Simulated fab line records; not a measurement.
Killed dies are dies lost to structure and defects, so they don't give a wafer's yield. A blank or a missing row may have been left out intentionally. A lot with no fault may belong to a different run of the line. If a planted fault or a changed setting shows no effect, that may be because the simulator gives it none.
fab line records | flow n5-finfet | part 1 of 2: steps 1 to 26 of 27
record: lots: 6 | wafers: 18 | last-day: 17
route steps=1938 shown BEOL_M15@1784 PASSIVATION@1936
lots that met no fault: from a run of the same line without faults
start-h: hours from the record's first day to the start of the lot's first wafer shown | wait-h: hours elapsed since this lot's preceding step | " unchanged from the row above | L1.1+2: one row covering several wafers at once | - either no value or no given start | * or withheld: withheld | < > ~ a bound
route shown NAME@n: names a module that has steps shown in the file, with the first one's number in the route | usual: mean/standard deviation taken from wafers without a fault | same: alike in all rows | chamber/n: place in a boat | sites: per-site readings | _std_site: standard deviation across them | _edge_site: outer sites' mean less inner sites' | radius-mm: how far each site lies from the wafer's centre | mask NAME#n: copy n | behind: the tool/chamber that last shaped the wafer | hold: the reason the lot was held/the length of the hold in hours/how it ended | device: whichever transistor did not switch (one of n, p or np) | end of line: the same wafers' tests at the end of the route | a step given without rows: its recipe and nothing more | killed: the dies lost at the first sort to structure and to defects; this is not the yield of the wafer | map: dies across one wafer; x = killed, . = not, _ = none there
set.NAME: the setting the step ran with; set.NAME@STEP: the setting that earlier step ran with | model.NAME: the simulator's own value behind a step, which no gauge read
lots at some steps of the route; a table a step, a row a wafer
services: when a tool's chamber went out of use (start-h, in hours from the record's first day, below 0 if earlier), for how many hours, and the reason
== steps ==
step: N5_BEOL_M15_OVL_MEAS_11
recipe: points-per-wafer: 44
usual: V14_OVL: -3/5.8
lot.wafer | tool       | chamber | start-h | wait-h | V14_OVL[nm]
L299.1    | overlay-02 | 0       | 246.92  | 0.0    | 4
L299.5    | "          | 0       | "       | "      | 1
L299.6    | "          | 0       | "       | "      | -3
L308.2    | overlay-02 | 0       | 308.87  | 0.0    | -1
L308.4    | "          | 0       | "       | "      | -7
L308.6    | "          | 0       | "       | "      | -1
L310.3    | overlay-02 | 0       | 330.40  | 0.0    | -1
L310.5    | "          | 0       | "       | "      | -5
L310.6    | "          | 0       | "       | "      | -8
L313.2    | overlay-02 | 0       | 337.36  | 0.0    | 0
L313.3    | "          | 0       | "       | "      | -2
L313.6    | "          | 0       | "       | "      | -3
L316.2    | overlay-02 | 0       | 369.76  | 0.0    | -1
L316.3    | "          | 0       | "       | "      | -11
L316.6    | "          | 0       | "       | "      | -4
L317.1    | overlay-01 | 0       | 387.31  | 0.0    | -8
L317.3    | "          | 0       | "       | "      | -12
L317.5    | "          | 0       | "       | "      | -15
step: N5_BEOL_M15_INSPECT_12
recipe: mode: adi | inspect-instrument: macro
usual: raw-defect-count: 1.9/1.4
lot.wafer | tool              | chamber | start-h | wait-h | raw-defect-count
L299.1    | defect-inspect-01 | -       | 246.94  | 0.0    | 2
L299.5    | "                 | -       | "       | "      | 5
L299.6    | "                 | -       | "       | "      | 2
L308.2    | defect-inspect-01 | -       | 308.89  | 0.0    | 2
L308.4    | "                 | -       | "       | "      | 1
L308.6    | "                 | -       | "       | "      | 2
L310.3    | defect-inspect-01 | -       | 330.42  | 0.0    | 3
L310.5    | "                 | -       | "       | "      | 2
L310.6    | "                 | -       | "       | "      | 2
L313.2    | defect-inspect-01 | -       | 337.39  | 0.0    | 6
L313.3    | "                 | -       | "       | "      | 3
L313.6    | "                 | -       | "       | "      | 1
L316.2    | defect-inspect-02 | -       | 369.79  | 0.0    | 1
L316.3    | "                 | -       | "       | "      | 3
L316.6    | "                 | -       | "       | "      | 2
L317.1    | defect-inspect-01 | -       | 387.33  | 0.0    | 5
L317.3    | "                 | -       | "       | "      | 2
L317.5    | "                 | -       | "       | "      | 2
step: N5_BEOL_M15_DESCUM_15
recipe: chemistry: O2 | time-s: 7.9 | source-power-w: 50 | bias-power-w: 20 | pressure-mtorr: 20 | rf-frequency-hz: 2.712e+07 | temp-c: 40 | o2-flow-sccm: 225
step: N5_BEOL_M15_ETCH_59
recipe: chemistry: N2/H2 | target: BARC | target-depth-a: 890 | overetch-a: 267 | time-s: 67.9 | ion-energy-ev: 200 | pressure-mtorr: 30 | source-w: 840 | bias-w: 150 | n2-flow-sccm: 200 | h2-flow-sccm: 200
usual: drypump-motor-current-A: 5.6/0.41 | oes-product-au: 0.66/0.066 | rf-fwd-power-W: 833/3.4 | rf-vpp-V: 523.3/2.3 | showerhead-plenum-p-Torr: 2.52/0.08 | throttle-valve-pct: 17.90/0.26
lot.wafer | tool        | chamber | start-h | wait-h | drypump-motor-current-A | oes-product-au | rf-fwd-power-W | rf-hours-counter-h | rf-vpp-V | showerhead-plenum-p-Torr | throttle-valve-pct
L299.1    | rie-diel-05 | 0       | 247.04  | 0.0    | 6.0                     | 0.61           | 831            | 213                | 524.5    | 2.62                     | 18.33
L299.5    | "           | 0       | "       | "      | 6.0                     | 0.61           | 834            | -                  | 525.7    | 2.62                     | 18.33
L299.6    | "           | 1       | "       | "      | 5.5                     | 0.59           | 833            | -                  | 521.0    | 2.41                     | 18.08
L308.2    | rie-diel-06 | 3       | 308.96  | 0.0    | 5.2                     | 0.62           | 834            | 205                | 527.8    | 2.63                     | 17.69
L308.4    | "           | 2       | "       | "      | 5.9                     | 0.59           | 837            | 243                | 525.2    | 2.61                     | 17.97
L308.6    | "           | 1       | "       | "      | 5.8                     | 0.61           | 833            | -                  | 520.4    | 2.42                     | 18.02
L310.3    | rie-diel-06 | 1       | 330.81  | 0.0    | 5.8                     | 0.60           | 835            | 196                | 520.8    | 2.42                     | 18.03
L310.5    | "           | 2       | "       | "      | 5.9                     | 0.59           | 829            | -                  | 525.2    | 2.60                     | 18.00
L310.6    | "           | 1       | "       | "      | 5.8                     | 0.60           | 835            | -                  | 519.0    | 2.42                     | 18.03
L313.2    | rie-diel-04 | 3       | 337.45  | 0.0    | 5.1                     | 0.63           | 827            | 190                | 525.1    | 2.53                     | 18.31
L313.3    | "           | 2       | "       | "      | 6.6                     | 0.74           | 834            | 48                 | 521.7    | 2.46                     | 17.96
L313.6    | "           | 3       | "       | "      | 5.1                     | 0.63           | 827            | -                  | 524.4    | 2.54                     | 18.29
L316.2    | rie-diel-05 | 2       | 369.90  | 0.0    | 5.1                     | 0.69           | 829            | 104                | 524.2    | 2.55                     | 17.73
L316.3    | "           | 1       | "       | "      | 5.5                     | 0.57           | 833            | 244                | 520.4    | 2.40                     | 18.14
L316.6    | "           | 2       | "       | "      | 5.1                     | 0.69           | 836            | -                  | 524.4    | 2.55                     | 17.72
L317.1    | rie-diel-05 | 2       | 387.40  | 0.0    | 5.1                     | 0.69           | 832            | 111                | 525.1    | 2.55                     | 17.73
L317.3    | "           | 1       | "       | "      | 5.5                     | 0.57           | 832            | 247                | 520.2    | 2.40                     | 18.16
L317.5    | "           | 1       | "       | "      | 5.5                     | 0.57           | 830            | -                  | 520.8    | 2.40                     | 18.15
step: N5_BEOL_M15_VIA_ETCH_16
recipe: chemistry: C4F8/O2/Ar | target: SiO2 | he-inner-torr: 15 | he-outer-torr: 30 | target-depth-a: 17922 | time-s: withheld | ion-energy-ev: 800 | pressure-mtorr: 20 | source-w: 1905 | bias-w: 2040 | Ar_flow_sccm: 400 | C4F8_flow_sccm: 16 | O2_flow_sccm: 12 | ends: cleared
usual: drypump-motor-current-A: 5.6/0.41 | oes-product-au: 0.70/0.074 | rf-fwd-power-W: 1901/6.2 | rf-vpp-V: 2222/23 | showerhead-plenum-p-Torr: 3.40/0.1 | throttle-valve-pct: 30.88/0.26
lot.wafer | tool        | chamber | start-h | wait-h | drypump-motor-current-A | oes-product-au | rf-fwd-power-W | rf-vpp-V | showerhead-plenum-p-Torr | throttle-valve-pct
L299.1    | rie-diel-05 | 0       | 247.09  | 0.0    | 6.0                     | 0.62           | 1911           | 2231     | 3.53                     | 31.27
L299.5    | "           | 0       | "       | "      | 6.0                     | 0.64           | 1914           | 2230     | 3.53                     | 31.25
L299.6    | "           | 1       | "       | "      | 5.5                     | 0.63           | 1907           | 2235     | 3.27                     | 30.96
L308.2    | rie-diel-06 | 3       | 309.01  | 0.0    | 5.2                     | 0.65           | 1901           | 2253     | 3.55                     | 30.60
L308.4    | "           | 2       | "       | "      | 5.9                     | 0.62           | 1888           | 2263     | 3.53                     | 30.92
L308.6    | "           | 1       | "       | "      | 5.8                     | 0.63           | 1904           | 2200     | 3.28                     | 31.00
L310.3    | rie-diel-06 | 1       | 330.87  | 0.0    | 5.8                     | 0.63           | 1900           | 2197     | 3.28                     | 31.01
L310.5    | "           | 2       | "       | "      | 6.0                     | 0.61           | 1904           | 2262     | 3.52                     | 30.96
L310.6    | "           | 1       | "       | "      | 5.8                     | 0.62           | 1904           | 2200     | 3.28                     | 31.01
L313.2    | rie-diel-04 | 3       | 337.51  | 0.0    | 5.1                     | 0.66           | 1904           | 2192     | 3.43                     | 31.29
L313.3    | "           | 2       | "       | "      | 6.5                     | 0.78           | 1898           | 2194     | 3.33                     | 31.08
L313.6    | "           | 3       | "       | "      | 5.1                     | 0.66           | 1903           | 2194     | 3.43                     | 31.27
L316.2    | rie-diel-05 | 2       | 369.96  | 0.0    | 5.1                     | 0.73           | 1908           | 2209     | 3.46                     | 30.80
L316.3    | "           | 1       | "       | "      | 5.5                     | 0.61           | 1887           | 2231     | 3.25                     | 30.99
L316.6    | "           | 2       | "       | "      | 5.1                     | 0.73           | 1895           | 2207     | 3.46                     | 30.81
L317.1    | rie-diel-05 | 2       | 387.45  | 0.0    | 5.1                     | 0.71           | 1899           | 2206     | 3.45                     | 30.80
L317.3    | "           | 1       | "       | "      | 5.6                     | 0.60           | 1891           | 2232     | 3.25                     | 30.99
L317.5    | "           | 1       | "       | "      | 5.5                     | 0.61           | 1890           | 2233     | 3.25                     | 31.00
step: N5_BEOL_M15_STRIP_63
recipe: chemistry: O2 | power-w: 600 | temp-c: 60 | pressure-mtorr: 30 | rf-frequency-hz: 6e+07 | bias-power-w: 0 | overash-fraction: 0.3 | o2-flow-sccm: 225
usual: drypump-motor-current-A: 5.6/0.41 | oes-product-au: 0.78/0.082 | rf-vpp-V: 3.7/0.74 | showerhead-plenum-p-Torr: 2.08/0.062 | throttle-valve-pct: 16.74/0.25
lot.wafer | tool        | chamber | start-h | wait-h | drypump-motor-current-A | oes-product-au | rf-hours-counter-h | rf-vpp-V | showerhead-plenum-p-Torr | throttle-valve-pct
L299.1    | rie-diel-05 | 0       | -       | -      | 6.0                     | 0.71           | 214                | 3.1      | 2.16                     | 17.15
L299.5    | "           | 0       | "       | "      | 5.9                     | 0.71           | -                  | 3.3      | 2.16                     | 17.13
L299.6    | "           | 1       | "       | "      | 5.5                     | 0.70           | -                  | 3.9      | 2.00                     | 16.85
L308.2    | rie-diel-06 | 3       | -       | -      | 5.2                     | 0.71           | 205                | 4.5      | 2.17                     | 16.61
L308.4    | "           | 2       | "       | "      | 5.9                     | 0.68           | 243                | 3.7      | 2.15                     | 16.88
L308.6    | "           | 1       | "       | "      | 5.8                     | 0.70           | -                  | 3.7      | 2.00                     | 16.96
L310.3    | rie-diel-06 | 1       | -       | -      | 5.8                     | 0.70           | 196                | 4.8      | 2.00                     | 17.00
L310.5    | "           | 2       | "       | "      | 5.9                     | 0.68           | -                  | 2.4      | 2.15                     | 16.88
L310.6    | "           | 1       | "       | "      | 5.8                     | 0.71           | -                  | 4.5      | 2.00                     | 16.99
L313.2    | rie-diel-04 | 3       | -       | -      | 5.1                     | 0.73           | 190                | 4.5      | 2.08                     | 17.05
L313.3    | "           | 2       | "       | "      | 6.5                     | 0.87           | 48                 | 4.0      | 2.04                     | 16.83
L313.6    | "           | 3       | "       | "      | 5.1                     | 0.74           | -                  | 4.1      | 2.08                     | 17.02
L316.2    | rie-diel-05 | 2       | -       | -      | 5.1                     | 0.80           | 104                | 3.7      | 2.10                     | 16.61
L316.3    | "           | 1       | "       | "      | 5.5                     | 0.66           | 244                | 3.1      | 1.98                     | 16.96
L316.6    | "           | 2       | "       | "      | 5.1                     | 0.80           | -                  | 3.7      | 2.10                     | 16.58
L317.1    | rie-diel-05 | 2       | -       | -      | 5.1                     | 0.80           | 111                | 3.8      | 2.10                     | 16.63
L317.3    | "           | 1       | "       | "      | 5.6                     | 0.67           | 247                | 4.9      | 1.98                     | 16.94
L317.5    | "           | 1       | "       | "      | 5.6                     | 0.67           | -                  | 3.1      | 1.98                     | 16.94
step: N5_BEOL_M15_STRIP_64
recipe: chemistry: O2 | power-w: 600 | temp-c: 60 | pressure-mtorr: 30 | rf-frequency-hz: 6e+07 | bias-power-w: 0 | overash-fraction: 0.3 | o2-flow-sccm: 225
step: N5_BEOL_M15_STRIP_65
recipe: chemistry: post-etch-residue-remover | time-s: 60 | temp-c: 25 | remover-ph: withheld | remover-water-wt-pct: withheld | remover-fluoride-wt-pct: withheld
step: N5_BEOL_M15_SRD_66
recipe: time-s: 30 | temp-c: 23 | rinse-liquid: diw | dry: n2-spin | spin-rpm: 1500 | dry-time-s: 30
step: N5_BEOL_M15_CD_MEAS_17
recipe: target-cd-nm: 360 | polarity: opening
usual: cd-nm: 360.9/1.5
lot.wafer | tool      | chamber | start-h | wait-h | cd-nm
L299.1    | cd-sem-03 | -       | 247.50  | 0.0    | 363.2
L299.5    | "         | -       | "       | "      | 361.5
L299.6    | "         | -       | "       | "      | 361.2
L308.2    | cd-sem-02 | -       | 309.42  | 0.0    | 361.2
L308.4    | "         | -       | "       | "      | 360.5
L308.6    | "         | -       | "       | "      | 364.4
L310.3    | cd-sem-01 | -       | 331.28  | 0.0    | 361.8
L310.5    | "         | -       | "       | "      | 360.1
L310.6    | "         | -       | "       | "      | 361.7
L313.2    | cd-sem-01 | -       | 337.92  | 0.0    | 363.0
L313.3    | "         | -       | "       | "      | 360.3
L313.6    | "         | -       | "       | "      | 362.0
L316.2    | cd-sem-01 | -       | 370.37  | 0.0    | 359.1
L316.3    | "         | -       | "       | "      | 361.0
L316.6    | "         | -       | "       | "      | 358.8
L317.1    | cd-sem-02 | -       | 387.86  | 0.0    | 359.7
L317.3    | "         | -       | "       | "      | 360.7
L317.5    | "         | -       | "       | "      | 360.2
step: N5_BEOL_M15_COAT_56
recipe: resist: SOC | temp-c: 250 | time-s: 60 | spin-rpm: 1500 | resist-thk-nm: 550
step: N5_BEOL_M15_ETCH_57
recipe: chemistry: N2/H2 | target: SOC | source-w: 3000 | bias-w: 350 | time-s: 750 | ion-energy-ev: 200 | pressure-mtorr: 30 | n2-flow-sccm: 200 | h2-flow-sccm: 200
usual: drypump-motor-current-A: 5.6/0.39 | oes-product-au: 0.77/0.083 | rf-fwd-power-W: 2997/8.3 | rf-vpp-V: 523.3/2.5 | showerhead-plenum-p-Torr: 2.52/0.083 | throttle-valve-pct: 17.77/0.25
lot.wafer | tool        | chamber | start-h | wait-h | drypump-motor-current-A | oes-product-au | rf-fwd-power-W | rf-hours-counter-h | rf-vpp-V | showerhead-plenum-p-Torr | throttle-valve-pct
L299.1    | rie-diel-06 | 3       | 247.70  | -      | 5.2                     | 0.73           | 2996           | 186                | 527.3    | 2.63                     | 17.56
L299.5    | "           | 2       | "       | "      | 5.9                     | 0.69           | 2987           | -                  | 526.8    | 2.61                     | 17.83
L299.6    | "           | 1       | "       | "      | 5.8                     | 0.72           | 2993           | -                  | 521.3    | 2.43                     | 17.89
L308.2    | rie-diel-06 | 0       | 309.56  | -      | 5.7                     | 0.92           | 3004           | 26                 | 525.7    | 2.61                     | 17.39
L308.4    | "           | 3       | "       | "      | 5.2                     | 0.72           | 3001           | 205                | 524.9    | 2.63                     | 17.58
L308.6    | "           | 2       | "       | "      | 5.9                     | 0.69           | 3006           | -                  | 526.1    | 2.61                     | 17.87
L310.3    | rie-diel-06 | 1       | 331.67  | -      | 5.8                     | 0.70           | 3002           | 197                | 519.6    | 2.42                     | 17.94
L310.5    | "           | 1       | "       | "      | 5.8                     | 0.70           | 2991           | -                  | 521.8    | 2.42                     | 17.94
L310.6    | "           | 0       | "       | "      | 5.7                     | 0.89           | 2987           | -                  | 525.7    | 2.60                     | 17.41
L313.2    | rie-diel-04 | 2       | 338.03  | -      | 6.5                     | 0.86           | 2999           | 48                 | 520.1    | 2.46                     | 17.87
L313.3    | "           | 0       | "       | "      | 5.6                     | 0.78           | 3002           | 106                | 521.8    | 2.46                     | 17.86
L313.6    | "           | 3       | "       | "      | 5.1                     | 0.74           | 2993           | -                  | 524.0    | 2.53                     | 18.18
L316.2    | rie-diel-05 | 2       | 370.47  | -      | 5.1                     | 0.81           | 2999           | 104                | 524.9    | 2.55                     | 17.63
L316.3    | "           | 3       | "       | "      | 5.7                     | 0.77           | 2999           | 147                | 521.2    | 2.44                     | 17.55
L316.6    | "           | 2       | "       | "      | 5.1                     | 0.82           | 2995           | -                  | 525.4    | 2.55                     | 17.63
L317.1    | rie-diel-04 | 0       | 388.26  | -      | 5.6                     | 0.76           | 2988           | 124                | 521.9    | 2.46                     | 17.90
L317.3    | "           | 1       | "       | "      | 5.9                     | 0.90           | 3003           | 19                 | 526.0    | 2.60                     | 17.43
L317.5    | "           | 2       | "       | "      | 6.5                     | 0.84           | 2990           | -                  | 520.7    | 2.45                     | 17.87
step: N5_BEOL_M15_COAT_60
recipe: resist: BARC | temp-c: 205 | time-s: 60 | spin-rpm: 1500 | resist-thk-nm: 89
usual: exhaust-pa: 45.0/0.87 | spin-speed-rpm: 1500.1/1
lot.wafer | tool           | chamber | start-h | wait-h | exhaust-pa | spin-speed-rpm | model.BARC_of_BEOL_M15_COAT_60.thk-nm
L299.1    | litho-track-01 | 0       | 248.20  | 0.3    | 45.6       | 1499.8         | 88.8
L299.5    | "              | 0       | "       | "      | 44.2       | 1500.3         | 88.8
L299.6    | "              | 0       | "       | "      | 44.4       | 1500.0         | 88.4
L308.2    | litho-track-03 | 0       | 310.06  | 0.3    | 46.1       | 1500.2         | 89.2
L308.4    | "              | 0       | "       | "      | 45.4       | 1500.2         | 89.6
L308.6    | "              | 0       | "       | "      | 44.5       | 1498.5         | 89.4
L310.3    | litho-track-03 | 0       | 332.18  | 0.3    | 43.8       | 1401.0         | 92.4
L310.5    | "              | 0       | "       | "      | 44.7       | 1400.9         | 92.4
L310.6    | "              | 0       | "       | "      | 45.7       | 1401.9         | 92.6
L313.2    | litho-track-03 | 0       | 338.54  | 0.3    | 45.6       | 1400.9         | 92.2
L313.3    | "              | 0       | "       | "      | 45.7       | 1400.5         | 91.8
L313.6    | "              | 0       | "       | "      | 45.3       | 1399.2         | 91.8
L316.2    | litho-track-02 | 0       | 370.97  | 0.3    | 44.6       | 1498.1         | 89
L316.3    | "              | 0       | "       | "      | 45.7       | 1499.5         | 89.2
L316.6    | "              | 0       | "       | "      | 43.1       | 1499.1         | 89.4
L317.1    | litho-track-01 | 0       | 388.76  | 0.3    | 43.1       | 1500.6         | 89.2
L317.3    | "              | 0       | "       | "      | 44.4       | 1499.6         | 89.6
L317.5    | "              | 0       | "       | "      | 45.2       | 1499.8         | 89.4
step: N5_BEOL_M15_COAT_22
recipe: spin-rpm: 1704 | resist-thk-nm: 800
step: N5_BEOL_M15_EBR_24
recipe: solvent: PGMEA | ebr-width-mm: 1.5
step: N5_BEOL_M15_SOFTBAKE_23
recipe: temp-c: 130 | time-s: 60
step: N5_BEOL_M15_EXPOSE_25
recipe: mask-id: M15 | na: 0.8 | source-shape: annular | sigma-inner: 0.5 | sigma-outer: 0.8 | polarization: unpolarized | target-cd-nm: 400 | dose-mj: 35.5
step: N5_BEOL_M15_PEB_26
recipe: peb-temp-c: 130 | peb-time-s: 90
step: N5_BEOL_M15_DEVELOP_27
recipe: develop-time-s: 45 | rinse-liquid: diw | dry: air-spin | dev-temp-c: 21
step: N5_BEOL_M15_HARDBAKE_32
recipe: temp-c: 130 | time-s: 120
step: N5_BEOL_M15_CD_MEAS_28
recipe: target-cd-nm: 407.6 | landing-energy-ev: 500 | detector: se-inlens
usual: cd-nm: 407.3/1.5
lot.wafer | tool      | chamber | start-h | wait-h | cd-nm
L299.1    | cd-sem-03 | 0       | 248.59  | -      | 406.0
L299.5    | "         | 0       | "       | "      | 408.9
L299.6    | "         | 0       | "       | "      | 405.0
L308.2    | cd-sem-03 | 0       | 310.46  | -      | 405.9
L308.4    | "         | 0       | "       | "      | 405.4
L308.6    | "         | 0       | "       | "      | 405.8
L310.3    | cd-sem-03 | 0       | 332.45  | -      | 408.0
L310.5    | "         | 0       | "       | "      | 406.9
L310.6    | "         | 0       | "       | "      | 408.0
L313.2    | cd-sem-03 | 0       | 338.94  | -      | 408.5
L313.3    | "         | 0       | "       | "      | 408.6
L313.6    | "         | 0       | "       | "      | 406.8
L316.2    | cd-sem-03 | 0       | 371.24  | -      | 407.8
L316.3    | "         | 0       | "       | "      | 407.8
L316.6    | "         | 0       | "       | "      | 410.5
L317.1    | cd-sem-01 | 0       | 389.03  | -      | 405.9
L317.3    | "         | 0       | "       | "      | 407.0
L317.5    | "         | 0       | "       | "      | 406.4
step: N5_BEOL_M15_OVL_MEAS_29
recipe: points-per-wafer: 44
usual: M15_OVL: 0/5.5
lot.wafer | tool       | chamber | start-h | wait-h | M15_OVL[nm]
L299.1    | overlay-02 | 0       | 248.62  | 0.0    | 0
L299.5    | "          | 0       | "       | "      | 0
L299.6    | "          | 0       | "       | "      | 4
L308.2    | overlay-01 | 0       | 310.49  | 0.0    | 2
L308.4    | "          | 0       | "       | "      | 3
L308.6    | "          | 0       | "       | "      | 3
L310.3    | overlay-02 | 0       | 332.48  | 0.0    | -11
L310.5    | "          | 0       | "       | "      | -7
L310.6    | "          | 0       | "       | "      | -7
L313.2    | overlay-02 | 0       | 338.97  | 0.0    | 4
L313.3    | "          | 0       | "       | "      | -6
L313.6    | "          | 0       | "       | "      | 2
L316.2    | overlay-01 | 0       | 371.27  | 0.0    | -1
L316.3    | "          | 0       | "       | "      | -1
L316.6    | "          | 0       | "       | "      | -3
L317.1    | overlay-02 | 0       | 389.07  | 0.0    | 13
L317.3    | "          | 0       | "       | "      | 13
L317.5    | "          | 0       | "       | "      | 16
step: N5_BEOL_M15_INSPECT_30
recipe: mode: adi | inspect-instrument: macro
usual: raw-defect-count: 1.9/1.4
lot.wafer | tool              | chamber | start-h | wait-h | raw-defect-count
L299.1    | defect-inspect-02 | -       | 248.65  | 0.0    | 3
L299.5    | "                 | -       | "       | "      | 4
L299.6    | "                 | -       | "       | "      | 3
L308.2    | defect-inspect-01 | -       | 310.51  | 0.0    | 4
L308.4    | "                 | -       | "       | "      | 2
L308.6    | "                 | -       | "       | "      | 5
L310.3    | defect-inspect-02 | -       | 332.50  | 0.0    | 3
L310.5    | "                 | -       | "       | "      | 3
L310.6    | "                 | -       | "       | "      | 0
L313.2    | defect-inspect-02 | -       | 338.99  | 0.0    | 1
L313.3    | "                 | -       | "       | "      | 1
L313.6    | "                 | -       | "       | "      | 0
L316.2    | defect-inspect-02 | -       | 371.29  | 0.0    | 3
L316.3    | "                 | -       | "       | "      | 2
L316.6    | "                 | -       | "       | "      | 2
L317.1    | defect-inspect-02 | -       | 389.09  | 0.0    | 0
L317.3    | "                 | -       | "       | "      | 2
L317.5    | "                 | -       | "       | "      | 3
step: N5_BEOL_M15_DESCUM_33
recipe: chemistry: O2 | time-s: 7.9 | source-power-w: 50 | bias-power-w: 20 | pressure-mtorr: 20 | rf-frequency-hz: 2.712e+07 | temp-c: 40 | o2-flow-sccm: 225
usual: drypump-motor-current-A: 5.7/0.44 | oes-product-au: 0.79/0.086 | rf-fwd-power-W: 49.37/0.25 | rf-vpp-V: 242.7/1.3 | showerhead-plenum-p-Torr: 2.07/0.058 | throttle-valve-pct: 20.53/0.23
lot.wafer | tool        | chamber | start-h | wait-h | drypump-motor-current-A | oes-product-au | rf-fwd-power-W | rf-hours-counter-h | rf-vpp-V | showerhead-plenum-p-Torr | throttle-valve-pct
L299.1    | rie-diel-05 | 1       | 248.68  | 0.0    | 5.5                     | 0.70           | 49.18          | 206                | 242.6    | 1.99                     | 20.61
L299.5    | "           | 0       | "       | "      | 6.0                     | 0.70           | 49.38          | -                  | 243.6    | 2.15                     | 20.86
L299.6    | "           | 3       | "       | "      | 5.7                     | 0.81           | 49.26          | -                  | 241.9    | 2.02                     | 20.23
L308.2    | rie-diel-06 | 1       | 310.55  | 0.0    | 5.8                     | 0.71           | 49.37          | 191                | 241.0    | 2.00                     | 20.73
L308.4    | "           | 2       | "       | "      | 6.0                     | 0.68           | 49.58          | 244                | 244.3    | 2.15                     | 20.59
L308.6    | "           | 1       | "       | "      | 5.8                     | 0.70           | 49.36          | -                  | 241.0    | 2.00                     | 20.73
L310.3    | rie-diel-04 | 0       | 332.53  | 0.0    | 5.6                     | 0.79           | 49.67          | 104                | 241.4    | 2.03                     | 20.58
L310.5    | "           | 2       | "       | "      | 6.5                     | 0.87           | 49.47          | -                  | 242.5    | 2.03                     | 20.65
L310.6    | "           | 1       | "       | "      | 5.9                     | 0.92           | 49.37          | -                  | 243.8    | 2.13                     | 20.10
L313.2    | rie-diel-04 | 3       | 339.03  | 0.0    | 5.1                     | 0.74           | 48.96          | 190                | 242.7    | 2.08                     | 20.76
L313.3    | "           | 0       | "       | "      | 5.6                     | 0.78           | 49.53          | 106                | 240.1    | 2.03                     | 20.59
L313.6    | "           | 3       | "       | "      | 5.1                     | 0.73           | 49.13          | -                  | 243.5    | 2.08                     | 20.76
L316.2    | rie-diel-04 | 0       | 371.33  | 0.0    | 5.6                     | 0.76           | 49.75          | 118                | 242.5    | 2.03                     | 20.61
L316.3    | "           | 3       | "       | "      | 5.1                     | 0.73           | 49.02          | 202                | 242.5    | 2.07                     | 20.78
L316.6    | "           | 3       | "       | "      | 5.1                     | 0.72           | 49.27          | -                  | 242.6    | 2.07                     | 20.79
L317.1    | rie-diel-05 | 2       | 389.56  | 0.5    | 5.1                     | 0.79           | 48.98          | 112                | 243.5    | 2.10                     | 20.37
L317.3    | "           | 3       | "       | "      | 5.6                     | 0.76           | 49.33          | 154                | 240.9    | 2.01                     | 20.30
L317.5    | "           | 0       | "       | "      | 6.0                     | 1.03           | 49.14          | -                  | 245.6    | 2.14                     | 20.58
step: N5_BEOL_M15_ETCH_61
recipe: chemistry: N2/H2 | target: BARC | target-depth-a: 890 | overetch-a: 267 | time-s: 67.9 | ion-energy-ev: 200 | pressure-mtorr: 30 | source-w: 840 | bias-w: 150 | n2-flow-sccm: 200 | h2-flow-sccm: 200
usual: drypump-motor-current-A: 5.7/0.44 | oes-product-au: 0.67/0.068 | rf-fwd-power-W: 833/3.6 | rf-vpp-V: 522.9/2.3 | showerhead-plenum-p-Torr: 2.51/0.074 | throttle-valve-pct: 17.94/0.24
lot.wafer | tool        | chamber | start-h | wait-h | drypump-motor-current-A | oes-product-au | rf-fwd-power-W | rf-hours-counter-h | rf-vpp-V | showerhead-plenum-p-Torr | throttle-valve-pct | model.etch.depth-nm
L299.1    | rie-diel-05 | 1       | 248.72  | 0.0    | 5.6                     | 0.60           | 833            | 206                | 519.9    | 2.41                     | 18.10              | 88.9
L299.5    | "           | 0       | "       | "      | 6.0                     | 0.61           | 832            | -                  | 525.5    | 2.62                     | 18.33              | 88.87
L299.6    | "           | 3       | "       | "      | 5.6                     | 0.69           | 830            | -                  | 520.5    | 2.46                     | 17.60              | 88.39
L308.2    | rie-diel-06 | 1       | 310.58  | 0.0    | 5.8                     | 0.60           | 833            | 191                | 519.7    | 2.42                     | 18.02              | 89.13
L308.4    | "           | 2       | "       | "      | 5.9                     | 0.59           | 832            | 244                | 525.6    | 2.61                     | 17.98              | 89.57
L308.6    | "           | 1       | "       | "      | 5.8                     | 0.60           | 837            | -                  | 519.0    | 2.42                     | 18.03              | 89.39
L310.3    | rie-diel-04 | 0       | 332.57  | 0.0    | 5.6                     | 0.68           | 839            | 104                | 522.0    | 2.46                     | 17.98              | 92.4
L310.5    | "           | 2       | "       | "      | 6.6                     | 0.74           | 829            | -                  | 522.5    | 2.46                     | 17.97              | 92.31
L310.6    | "           | 1       | "       | "      | 5.8                     | 0.79           | 838            | -                  | 524.8    | 2.60                     | 17.54              | 92.63
L313.2    | rie-diel-04 | 3       | 339.06  | 0.0    | 5.1                     | 0.65           | 828            | 190                | 525.2    | 2.53                     | 18.30              | 92.18
L313.3    | "           | 0       | "       | "      | 5.6                     | 0.67           | 831            | 106                | 521.0    | 2.46                     | 17.96              | 91.79
L313.6    | "           | 3       | "       | "      | 5.1                     | 0.64           | 831            | -                  | 522.9    | 2.53                     | 18.30              | 91.88
L316.2    | rie-diel-04 | 0       | 371.36  | 0.0    | 5.6                     | 0.66           | 832            | 118                | 520.6    | 2.46                     | 17.98              | 88.98
L316.3    | "           | 3       | "       | "      | 5.1                     | 0.62           | 829            | 202                | 523.1    | 2.53                     | 18.31              | 89.19
L316.6    | "           | 3       | "       | "      | 5.1                     | 0.63           | 830            | -                  | 523.4    | 2.53                     | 18.31              | 89.35
L317.1    | rie-diel-05 | 2       | 389.59  | 0.0    | 5.1                     | 0.69           | 828            | 112                | 524.5    | 2.55                     | 17.73              | 89.26
L317.3    | "           | 3       | "       | "      | 5.6                     | 0.66           | 834            | 154                | 520.8    | 2.44                     | 17.69              | 89.5
L317.5    | "           | 0       | "       | "      | 6.0                     | 0.86           | 833            | -                  | 525.4    | 2.60                     | 18.00              | 89.49
step: N5_BEOL_M15_TRENCH_ETCH_34
recipe: chemistry: C4F8/O2/Ar | target: SiO2 | target-depth-a: 8729.3 | he-inner-torr: 15 | he-outer-torr: 30 | time-s: 199 | ion-energy-ev: 800 | pressure-mtorr: 20 | source-w: 1905 | bias-w: 2040 | Ar_flow_sccm: 400 | C4F8_flow_sccm: 16 | O2_flow_sccm: 12
== key ==
first-sign: step: N5_BEOL_M15_COAT_60 | reading: spin-speed-rpm | direction: down | sigmas: 97 | usual: * | struck: *
effect none on later readings
model-effect: step: N5_BEOL_M15_COAT_60 | value: BARC_of_BEOL_M15_COAT_60.thk-nm | without: 89.07 | struck: 92.2
model-effect: step: N5_BEOL_M15_ETCH_61 | value: etch.depth-nm | without: 89.09 | struck: 92.2
met-at N5_BEOL_M15_COAT_60
struck-wafers L310.3,L310.5,L310.6,L313.2,L313.3,L313.6
onset-between 310.06 332.18
fault: kind: process-parameter-drift | tool: litho-track-03 | chamber: - | onset-h: 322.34 | steps: N5_BEOL_M15_COAT_60 | channel: spin-rpm | offset: * | shape: step | end-h: 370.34 | acts-in: * | stated: *
